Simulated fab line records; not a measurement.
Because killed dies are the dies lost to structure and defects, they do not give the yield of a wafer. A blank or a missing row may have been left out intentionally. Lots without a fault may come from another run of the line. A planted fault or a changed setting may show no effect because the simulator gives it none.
fab line records	flow nand-harc	part 1 of 2: steps 1 to 20 of 28
record: lots: 5	wafers: 15	last-day: 33
route steps=1302 shown A_CONTACT@1025
lots untouched by any fault: they come from a run of this same line in which no faults occurred
start-h: the number of hours between the record's first day and the start of the first shown wafer of the lot	wait-h: how many hours have passed since the lot's step before this one	" identical to the entry in the row above	L1.1+2: a single row standing in for several wafers	- no value, or no start given	* or withheld: withheld	< > ~ a bound
route shown NAME@n: NAME is a module with steps in the file, n the number in the route of the first one	usual: mean and standard deviation over wafers with no fault	same: alike in all rows	chamber/n: place in a boat	sites: the reading at each site	_std_site: standard deviation of those values	_edge_site: outer sites' mean less inner sites'	radius-mm: how far each site lies from the wafer's centre	mask NAME#n: copy n	behind: the most recent tool/chamber to have shaped the wafer	hold: the reason the lot was held/the length of the hold in hours/how it ended	device: the transistor (n, p or np) that didn't switch	end of line: at the end of the route, the tests of the same wafers	a step with no rows: only its recipe	killed: the dies lost at the first sort to structure and to defects; this is not the yield of the wafer	map: dies across one wafer; x = killed, . = not, _ = none there
set.NAME: the setting that was run; set.NAME@STEP: the one run at that earlier step	model.NAME: the simulator's own value behind a step, which no gauge read
lots seen at some steps along the route; tables by step, rows by wafer
services: from which hour (start-h, from the record's first day; less than 0 if before it) a tool's chamber was out of use, for how many hours, and why
== steps ==
step: NHARC_A_CONTACT_STRIP_55
recipe: o2-flow-sccm: 500	ar-flow-sccm: 0	bias-w: 0	chemistry: O2
usual: drypump-motor-current-A: 5.5/0.37	oes-product-au: 1.000/0.0098	rf-vpp-V: 57.9/0.88	showerhead-plenum-p-Torr: 3.56/0.18	throttle-valve-pct: 17.036/0.01
lot.wafer	tool	chamber	start-h	wait-h	drypump-motor-current-A	oes-product-au	rf-hours-counter-h	rf-vpp-V	showerhead-plenum-p-Torr	throttle-valve-pct
L074.2	rie-diel-03	3	-	-	5.7	0.999	9	58.0	3.63	17.036
L074.4	"	0	"	"	5.6	0.994	8	58.5	3.68	17.034
L074.1	"	1	"	"	5.3	1.003	7	56.6	3.28	17.038
L080.4	rie-diel-03	3	-	-	5.7	0.991	15	58.0	3.63	17.028
L080.1	"	2	"	"	5.2	1.014	14	58.5	3.69	17.048
L080.6	"	3	"	"	5.7	0.993	-	57.0	3.63	17.019
L085.4	rie-diel-03	2	-	-	5.1	1.011	23	57.2	3.69	17.024
L085.1	"	0	"	"	5.7	0.996	26	59.3	3.67	17.048
L085.5	"	1	"	"	5.3	1.004	-	57.6	3.27	17.045
L087.4	rie-diel-05	2	-	-	6.5	0.992	11	59.3	3.80	17.055
L087.2	"	3	"	"	5.2	1.010	9	57.8	3.59	17.029
L087.5	"	2	"	"	6.5	0.986	-	58.6	3.80	17.041
L093.2	rie-diel-03	1	-	-	5.3	1.017	10	58.3	3.80	17.035
L093.3	"	3	"	"	5.7	1.008	10	57.7	3.61	17.041
L093.5	"	0	"	"	5.7	0.996	-	59.1	3.66	17.033
step: NHARC_A_CONTACT_STRIP_56
recipe: time-s: 600	temp-c: 30	chemistry: post-etch-residue-remover
same: time-s: 600
lot.wafer	tool	chamber	start-h	wait-h
L074.4+2+1	wet-bench-07	0,1,3	511.13	-
L080.6+4+1	wet-bench-07	3,4,7	561.28	-
L085.4+1+5	wet-bench-07	7,0,2	610.86	-
L087.4+5+2	wet-bench-09	0,2,3	631.16	-
L093.2+5+3	wet-bench-02	3,4,5	700.23	-
step: NHARC_A_CONTACT_DEP_57
recipe: target-thk-a: 53000	temp-c: 400	material: aC
usual: throttle-valve-pct: 35.000/0.0095
lot.wafer	tool	chamber	start-h	wait-h	throttle-valve-pct
L074.1	acl-dep-03	0	512.41	-	35.008
L074.2	"	0	"	"	34.997
L074.4	"	0	514.04	-	35.017
L080.1	acl-dep-03	0	563.50	-	35.008
L080.4	"	0	565.11	-	34.982
L080.6	"	0	566.18	-	34.978
L085.1	acl-dep-03	0	613.87	-	34.996
L085.4	"	0	615.51	-	35.002
L085.5	"	0	"	"	34.994
L087.2	acl-dep-02	0	632.49	-	35.018
L087.4	"	0	633.55	-	34.998
L087.5	"	0	"	"	35.009
L093.2	acl-dep-02	0	703.53	-	35.004
L093.3	"	0	"	"	34.999
L093.5	"	0	705.13	-	35.017
step: NHARC_A_CONTACT_DEP_58
recipe: target-thk-a: 900	target-thk-nm: 90	temp-c: 400	pressure-torr: 3.5	flow-sccm: 200	rf-w: 350	material: SiON
usual: chamber-pressure-Torr: 3.500/0.0079	heater-power-w: 795/91
lot.wafer	tool	chamber	start-h	wait-h	chamber-pressure-Torr	heater-power-w
L074.1	pecvd-04	0	515.73	2.8	3.509	879
L074.2	"	1	"	"	3.493	809
L074.4	"	1	"	"	3.506	807
L080.1	pecvd-04	0	566.74	2.7	3.497	785
L080.6	"	0	"	"	3.502	814
L080.4	"	2	"	"	3.511	820
L085.1	pecvd-01	0	617.22	2.8	3.513	760
L085.4	"	1	"	"	3.504	868
L085.5	"	0	"	"	3.500	775
L087.2	pecvd-01	1	635.25	2.2	3.496	895
L087.4	"	0	"	"	3.504	754
L087.5	"	2	"	"	3.500	772
L093.3	pecvd-01	2	706.23	1.6	3.494	702
L093.2	"	0	"	"	3.488	713
L093.5	"	0	"	"	3.486	709
step: NHARC_A_CONTACT_DEHYDRATE_59
recipe: temp-c: 150	time-s: 120
usual: exhaust-pa: 45.1/0.79	heater-power-total-W: 182.6/1.3	plate-temp-C: 149.97/0.13
same: time-s: 120
lot.wafer	tool	chamber	start-h	wait-h	exhaust-pa	heater-power-total-W	plate-temp-C
L074.1	litho-track-01	0	515.97	0.2	45.0	180.5	150.04
L074.2	"	0	"	"	45.3	181.5	150.09
L074.4	"	0	"	"	45.6	181.0	150.10
L080.1	litho-track-06	0	567.01	0.2	45.2	184.1	149.95
L080.4	"	0	"	"	45.2	181.8	150.05
L080.6	"	0	"	"	45.7	183.1	149.95
L085.1	litho-track-01	0	617.44	0.2	44.8	184.0	149.99
L085.4	"	0	"	"	44.2	181.6	149.98
L085.5	"	0	"	"	45.2	181.1	150.11
L087.2	litho-track-06	0	635.50	0.2	45.6	181.4	149.90
L087.4	"	0	"	"	46.3	181.3	149.91
L087.5	"	0	"	"	44.3	182.1	150.02
L093.2	litho-track-01	0	706.50	0.2	45.7	182.3	150.02
L093.3	"	0	"	"	45.0	184.3	149.89
L093.5	"	0	"	"	45.0	184.0	149.97
step: NHARC_A_CONTACT_HMDS_60
recipe: time-s: 30
usual: exhaust-pa: 45.2/0.95
same: time-s: 30
lot.wafer	tool	chamber	start-h	wait-h	exhaust-pa
L074.1	litho-track-01	0	-	-	44.4
L074.2	"	0	"	"	44.7
L074.4	"	0	"	"	45.2
L080.1	litho-track-06	0	-	-	45.3
L080.4	"	0	"	"	45.4
L080.6	"	0	"	"	44.4
L085.1	litho-track-01	0	-	-	43.9
L085.4	"	0	"	"	44.2
L085.5	"	0	"	"	44.8
L087.2	litho-track-06	0	-	-	45.2
L087.4	"	0	"	"	45.8
L087.5	"	0	"	"	45.0
L093.2	litho-track-01	0	-	-	44.6
L093.3	"	0	"	"	45.6
L093.5	"	0	"	"	43.9
step: NHARC_A_CONTACT_COAT_61
recipe: temp-c: 260	time-s: 75
usual: exhaust-pa: 45.1/0.88	heater-power-total-W: 486.7/1.6	plate-temp-C: 260.01/0.17
same: time-s: 75
lot.wafer	tool	chamber	start-h	wait-h	exhaust-pa	heater-power-total-W	plate-temp-C
L074.1	litho-track-01	0	-	-	43.7	485.0	260.22
L074.2	"	0	"	"	44.0	485.8	260.05
L074.4	"	0	"	"	44.2	489.2	259.86
L080.1	litho-track-06	0	-	-	46.0	485.5	259.84
L080.4	"	0	"	"	47.0	489.3	260.04
L080.6	"	0	"	"	46.6	489.7	259.96
L085.1	litho-track-01	0	-	-	44.8	485.8	260.20
L085.4	"	0	"	"	43.5	487.7	259.87
L085.5	"	0	"	"	45.6	484.6	260.03
L087.2	litho-track-06	0	-	-	45.2	485.5	259.90
L087.4	"	0	"	"	44.2	488.8	259.88
L087.5	"	0	"	"	44.4	489.2	259.81
L093.2	litho-track-01	0	-	-	47.0	486.9	259.99
L093.3	"	0	"	"	45.3	484.7	259.92
L093.5	"	0	"	"	44.6	484.8	259.92
step: NHARC_A_CONTACT_COAT_62
recipe: temp-c: 225	time-s: 65
usual: exhaust-pa: 44.9/1.1	heater-power-total-W: 446.5/2	plate-temp-C: 224.95/0.19
same: time-s: 65
lot.wafer	tool	chamber	start-h	wait-h	exhaust-pa	heater-power-total-W	plate-temp-C
L074.1	litho-track-01	0	-	-	44.5	449.5	224.94
L074.2	"	0	"	"	43.4	446.9	224.90
L074.4	"	0	"	"	44.9	448.5	224.82
L080.1	litho-track-06	0	-	-	46.9	445.6	224.75
L080.4	"	0	"	"	46.2	443.9	224.78
L080.6	"	0	"	"	47.2	449.7	224.96
L085.1	litho-track-01	0	-	-	44.6	449.5	225.06
L085.4	"	0	"	"	44.1	445.8	225.14
L085.5	"	0	"	"	45.2	445.8	225.39
L087.2	litho-track-06	0	-	-	45.4	444.8	224.69
L087.4	"	0	"	"	46.0	444.0	224.78
L087.5	"	0	"	"	46.3	443.9	224.80
L093.2	litho-track-01	0	-	-	46.7	445.1	224.97
L093.3	"	0	"	"	45.3	446.1	224.96
L093.5	"	0	"	"	45.2	449.7	225.01
step: NHARC_A_CONTACT_COAT_63
recipe: spin-rpm: 1500	resist-thk-nm: 90
usual: exhaust-pa: 45.1/0.89	spin-speed-rpm: 1499.8/0.84
lot.wafer	tool	chamber	start-h	wait-h	exhaust-pa	spin-speed-rpm
L074.1	litho-track-01	0	-	-	44.8	1499.3
L074.2	"	0	"	"	45.4	1499.9
L074.4	"	0	"	"	43.8	1499.4
L080.1	litho-track-06	0	-	-	45.5	1499.2
L080.4	"	0	"	"	44.5	1498.9
L080.6	"	0	"	"	45.1	1499.6
L085.1	litho-track-01	0	-	-	47.2	1499.2
L085.4	"	0	"	"	44.6	1499.6
L085.5	"	0	"	"	44.9	1498.8
L087.2	litho-track-06	0	-	-	44.1	1499.3
L087.4	"	0	"	"	44.8	1500.5
L087.5	"	0	"	"	44.3	1499.0
L093.2	litho-track-01	0	-	-	46.1	1501.1
L093.3	"	0	"	"	47.2	1499.1
L093.5	"	0	"	"	47.2	1503.2
step: NHARC_A_CONTACT_SOFTBAKE_64
recipe: temp-c: 105	time-s: 55
usual: exhaust-pa: 45.1/0.9	heater-power-total-W: 188.48/0.15	plate-temp-C: 104.99/0.13
same: time-s: 55
lot.wafer	tool	chamber	start-h	wait-h	exhaust-pa	heater-power-total-W	plate-temp-C
L074.1	litho-track-01	0	-	-	46.4	188.38	104.98
L074.2	"	0	"	"	44.6	188.67	105.04
L074.4	"	0	"	"	45.4	188.77	105.01
L080.1	litho-track-06	0	-	-	44.7	188.46	105.13
L080.4	"	0	"	"	44.9	188.52	105.14
L080.6	"	0	"	"	45.6	188.59	105.25
L085.1	litho-track-01	0	-	-	44.8	188.67	104.98
L085.4	"	0	"	"	43.4	188.40	105.07
L085.5	"	0	"	"	44.9	188.66	105.30
L087.2	litho-track-06	0	-	-	45.5	188.27	104.96
L087.4	"	0	"	"	45.4	188.59	104.91
L087.5	"	0	"	"	44.4	188.33	104.90
L093.2	litho-track-01	0	-	-	44.3	188.39	104.89
L093.3	"	0	"	"	44.3	188.47	104.93
L093.5	"	0	"	"	43.6	188.69	105.01
step: NHARC_A_CONTACT_EBR_65
usual: exhaust-pa: 44.9/0.84
lot.wafer	tool	chamber	start-h	wait-h	exhaust-pa
L074.1	litho-track-01	0	-	-	45.9
L074.2	"	0	"	"	45.3
L074.4	"	0	"	"	44.8
L080.1	litho-track-06	0	-	-	44.6
L080.4	"	0	"	"	43.3
L080.6	"	0	"	"	44.9
L085.1	litho-track-01	0	-	-	45.4
L085.4	"	0	"	"	45.5
L085.5	"	0	"	"	45.7
L087.2	litho-track-06	0	-	-	44.7
L087.4	"	0	"	"	45.0
L087.5	"	0	"	"	45.0
L093.2	litho-track-01	0	-	-	44.0
L093.3	"	0	"	"	45.6
L093.5	"	0	"	"	44.6
step: NHARC_A_CONTACT_EXPOSE_66
recipe: na: 1.35	sigma-outer: 0.8	dose-mj: 59.02	mask-id: A_CC_2
lot.wafer	tool	chamber	start-h	wait-h	mask
L074.1+2+4	arfi-scanner-03	0	516.28	-	A_CC_2#0
L080.1+4+6	arfi-scanner-03	0	567.32	-	A_CC_2#0
L085.1+4+5	arfi-scanner-02	0	617.75	-	A_CC_2#0
L087.2+4+5	arfi-scanner-02	0	635.81	-	A_CC_2#0
L093.2+3+5	arfi-scanner-01	0	706.69	-	A_CC_2#0
step: NHARC_A_CONTACT_PEB_67
recipe: peb-temp-c: 100	peb-time-s: 65
usual: exhaust-pa: 44.9/0.81	heater-power-total-W: 156.6/0.41	plate-temp-C: 100.02/0.14
same: peb-time-s: 65
lot.wafer	tool	chamber	start-h	wait-h	exhaust-pa	heater-power-total-W	plate-temp-C
L074.1	litho-track-06	0	516.34	0.1	45.9	156.7	100.15
L074.2	"	0	"	"	45.2	155.9	99.95
L074.4	"	0	"	"	46.4	157.2	99.94
L080.1	litho-track-04	0	567.38	0.1	46.2	156.1	100.15
L080.4	"	0	"	"	45.1	157.1	100.46
L080.6	"	0	"	"	44.4	156.8	100.09
L085.1	litho-track-06	0	617.81	0.1	45.4	155.9	99.90
L085.4	"	0	"	"	44.5	156.5	99.77
L085.5	"	0	"	"	43.6	156.5	99.91
L087.2	litho-track-01	0	635.87	0.1	44.6	156.6	100.05
L087.4	"	0	"	"	45.5	156.4	100.07
L087.5	"	0	"	"	45.3	156.9	100.18
L093.2	litho-track-01	0	706.74	0.1	45.1	156.6	100.25
L093.3	"	0	"	"	44.3	156.2	100.26
L093.5	"	0	"	"	44.2	156.9	99.99
step: NHARC_A_CONTACT_DEVELOP_68
recipe: develop-time-s: 35	dev-temp-c: 23
usual: exhaust-pa: 45.0/0.91
lot.wafer	tool	chamber	start-h	wait-h	exhaust-pa
L074.1	litho-track-06	0	-	-	46.0
L074.2	"	0	"	"	44.7
L074.4	"	0	"	"	46.1
L080.1	litho-track-04	0	-	-	45.8
L080.4	"	0	"	"	45.8
L080.6	"	0	"	"	43.0
L085.1	litho-track-06	0	-	-	44.0
L085.4	"	0	"	"	44.2
L085.5	"	0	"	"	44.4
L087.2	litho-track-01	0	-	-	44.1
L087.4	"	0	"	"	43.3
L087.5	"	0	"	"	45.2
L093.2	litho-track-01	0	-	-	44.2
L093.3	"	0	"	"	44.4
L093.5	"	0	"	"	44.1
step: NHARC_A_CONTACT_CD_MEAS_69
recipe: target-cd-nm: 300	landing-energy-ev: 500
usual: cd-nm: 299.7/0.68
lot.wafer	tool	chamber	start-h	wait-h	cd-nm
L074.1	cd-sem-01	0	516.42	-	298.8
L074.2	"	0	"	"	299.1
L074.4	"	0	"	"	298.4
L080.1	cd-sem-02	0	567.46	-	299.7
L080.4	"	0	"	"	299.1
L080.6	"	0	"	"	298.9
L085.1	cd-sem-02	0	617.89	-	298.4
L085.4	"	0	"	"	299.6
L085.5	"	0	"	"	298.6
L087.2	cd-sem-03	0	635.95	-	299.6
L087.4	"	0	"	"	299.9
L087.5	"	0	"	"	300.0
L093.2	cd-sem-02	0	706.82	-	301.0
L093.3	"	0	"	"	300.2
L093.5	"	0	"	"	299.9
step: NHARC_A_CONTACT_OVL_MEAS_70
usual: overlay-x-nm: -0.3/0.9	overlay-y-nm: -0.1/0.73
lot.wafer	tool	chamber	start-h	wait-h	overlay-x-nm	overlay-y-nm
L074.1	overlay-02	-	516.51	-	-1.1	-0.5
L074.2	"	-	"	"	-1.3	-0.2
L074.4	"	-	"	"	-1.3	-0.2
L080.1	overlay-02	-	567.55	-	-0.6	0.0
L080.4	"	-	"	"	-0.8	-0.2
L080.6	"	-	"	"	-1.2	0.2
L085.1	overlay-01	-	617.97	-	-1.3	-1.3
L085.4	"	-	"	"	-1.5	-0.7
L085.5	"	-	"	"	-1.3	-1.5
L087.2	overlay-01	-	636.03	-	-0.6	1.0
L087.4	"	-	"	"	-0.1	0.9
L087.5	"	-	"	"	-0.3	0.3
L093.2	overlay-02	-	706.91	-	0.4	-0.3
L093.3	"	-	"	"	-0.1	-0.2
L093.5	"	-	"	"	0.1	0.2
step: NHARC_A_CONTACT_INSPECT_71
usual: raw-defect-count: 83/44
lot.wafer	tool	chamber	start-h	wait-h	raw-defect-count
L074.1	defect-inspect-02	-	516.54	0.0	89
L074.2	"	-	"	"	100
L074.4	"	-	"	"	122
L080.1	defect-inspect-02	-	567.59	0.0	144
L080.4	"	-	"	"	141
L080.6	"	-	"	"	150
L085.1	defect-inspect-01	-	618.01	0.0	56
L085.4	"	-	"	"	71
L085.5	"	-	"	"	55
L087.2	defect-inspect-02	-	636.07	0.0	19
L087.4	"	-	"	"	29
L087.5	"	-	"	"	21
L093.2	defect-inspect-02	-	706.95	0.0	32
L093.3	"	-	"	"	49
L093.5	"	-	"	"	33
step: NHARC_A_CONTACT_DESCUM_74
recipe: time-s: 3	o2-flow-sccm: 200	ar-flow-sccm: 0	bias-power-w: 0	chemistry: O2
usual: drypump-motor-current-A: 5.51/0.29	oes-product-au: 1.000/0.01	rf-vpp-V: 57.9/0.93	showerhead-plenum-p-Torr: 1.94/0.099	throttle-valve-pct: 11.312/0.0093
same: time-s: 3
lot.wafer	tool	chamber	start-h	wait-h	drypump-motor-current-A	oes-product-au	rf-hours-counter-h	rf-vpp-V	showerhead-plenum-p-Torr	throttle-valve-pct
L074.4	rie-diel-13	3	516.61	0.1	5.69	1.013	50	57.5	1.87	11.320
L074.2	"	0	"	"	5.30	0.992	56	56.5	1.78	11.314
L074.1	"	1	"	"	5.54	0.999	57	59.1	1.84	11.323
L080.4	rie-diel-03	0	567.65	0.1	5.66	1.000	17	59.2	2.00	11.293
L080.1	"	3	"	"	5.66	0.988	17	58.9	1.97	11.320
L080.6	"	0	"	"	5.68	0.991	-	58.5	2.00	11.316
L085.1	rie-diel-03	0	618.09	0.1	5.67	0.991	28	59.7	1.99	11.325
L085.4	"	1	"	"	5.33	1.004	25	57.2	1.76	11.304
L085.5	"	2	"	"	5.16	1.014	-	58.1	2.00	11.303
L087.4	rie-diel-13	1	636.13	0.1	5.54	0.995	41	58.1	1.83	11.314
L087.2	"	0	"	"	5.31	0.997	45	57.3	1.77	11.313
L087.5	"	1	"	"	5.55	1.005	-	56.2	1.83	11.304
L093.3	rie-diel-03	3	707.01	0.1	5.65	0.992	11	58.6	1.96	11.327
L093.2	"	1	"	"	5.33	1.014	11	58.4	2.07	11.303
L093.5	"	3	"	"	5.68	0.991	-	59.4	1.96	11.299
step: NHARC_A_CONTACT_ETCH_75
recipe: target-depth-a: 390	over-etch-frac: 0.3	time-s: 65	ion-energy-ev: 80	cf4-flow-sccm: 150	ar-flow-sccm: 0	rf-w: 300	bias-w: 100	chemistry: CF4
usual: drypump-motor-current-A: 5.5/0.31	oes-product-au: 1.000/0.0097	rf-vpp-V: 151.4/1.4	showerhead-plenum-p-Torr: 1.78/0.086	throttle-valve-pct: 13.285/0.0087
same: time-s: 65
lot.wafer	tool	chamber	start-h	wait-h	drypump-motor-current-A	oes-product-au	rf-hours-counter-h	rf-vpp-V	showerhead-plenum-p-Torr	throttle-valve-pct
L074.2	rie-diel-13	3	516.70	0.1	5.7	0.992	50	150.5	1.73	13.285
L074.4	"	0	"	"	5.3	0.993	56	148.8	1.66	13.306
L074.1	"	1	"	"	5.5	0.982	57	149.4	1.70	13.297
L080.4	rie-diel-03	1	567.74	0.1	5.2	0.997	16	150.2	1.64	13.285
L080.1	"	2	"	"	5.1	1.011	16	152.5	1.85	13.291
L080.6	"	0	"	"	5.7	0.988	-	151.8	1.84	13.285
L085.4	rie-diel-03	1	618.16	0.1	5.3	0.994	25	148.0	1.64	13.299
L085.1	"	3	"	"	5.7	0.981	28	151.4	1.82	13.287
L085.5	"	0	"	"	5.6	1.007	-	153.1	1.84	13.284
L087.2	rie-diel-13	0	636.22	0.1	5.3	0.995	45	149.8	1.65	13.289
L087.4	"	2	"	"	5.7	1.004	42	150.4	1.72	13.282
L087.5	"	0	"	"	5.3	1.009	-	149.3	1.65	13.290
L093.2	rie-diel-03	1	707.10	0.1	5.3	1.007	11	154.5	1.91	13.292
L093.3	"	2	"	"	5.2	1.001	10	151.4	1.84	13.281
L093.5	"	0	"	"	5.7	1.000	-	151.9	1.83	13.282
step: NHARC_A_CONTACT_ETCH_76
recipe: target-depth-a: 2600	over-etch-frac: 0.3	time-s: 475.3	ion-energy-ev: 200	n2-flow-sccm: 150	h2-flow-sccm: 150	ar-flow-sccm: 0	rf-w: 400	bias-w: 150	chemistry: N2/H2
usual: drypump-motor-current-A: 5.48/0.29	n2-flow-sccm: 150.0/0.5	oes-product-au: 0.999/0.0096	rf-vpp-V: 431/3.3	showerhead-plenum-p-Torr: 2.06/0.11	throttle-valve-pct: 14.171/0.0083
same: time-s: 475.3
lot.wafer	tool	chamber	start-h	wait-h	drypump-motor-current-A	n2-flow-sccm	oes-product-au	rf-hours-counter-h	rf-vpp-V	showerhead-plenum-p-Torr	throttle-valve-pct
L074.4	rie-diel-13	3	-	-	5.72	150.9	0.999	50	428	1.99	14.162
L074.2	"	0	"	"	5.29	150.6	1.000	56	425	1.90	14.172
L074.1	"	1	"	"	5.55	149.6	0.999	57	428	1.96	14.161
L080.4	rie-diel-03	1	-	-	5.32	149.6	1.010	16	425	1.88	14.169
L080.1	"	2	"	"	5.15	149.7	1.019	16	433	2.14	14.181
L080.6	"	2	"	"	5.16	150.3	1.008	-	433	2.14	14.164
L085.1	rie-diel-03	3	-	-	5.69	150.2	0.976	29	432	2.10	14.187
L085.4	"	0	"	"	5.69	150.0	0.992	28	434	2.13	14.168
L085.5	"	2	"	"	5.14	149.5	1.002	-	434	2.14	14.160
L087.2	rie-diel-13	1	-	-	5.54	149.4	1.000	41	428	1.94	14.179
L087.4	"	3	"	"	5.67	149.3	1.003	45	428	1.97	14.186
L087.5	"	0	"	"	5.29	150.9	0.999	-	425	1.88	14.168
L093.3	rie-diel-03	1	-	-	5.28	150.5	0.996	11	435	2.21	14.158
L093.2	"	3	"	"	5.67	150.5	1.005	11	431	2.09	14.163
L093.5	"	0	"	"	5.65	150.4	0.987	-	433	2.12	14.179
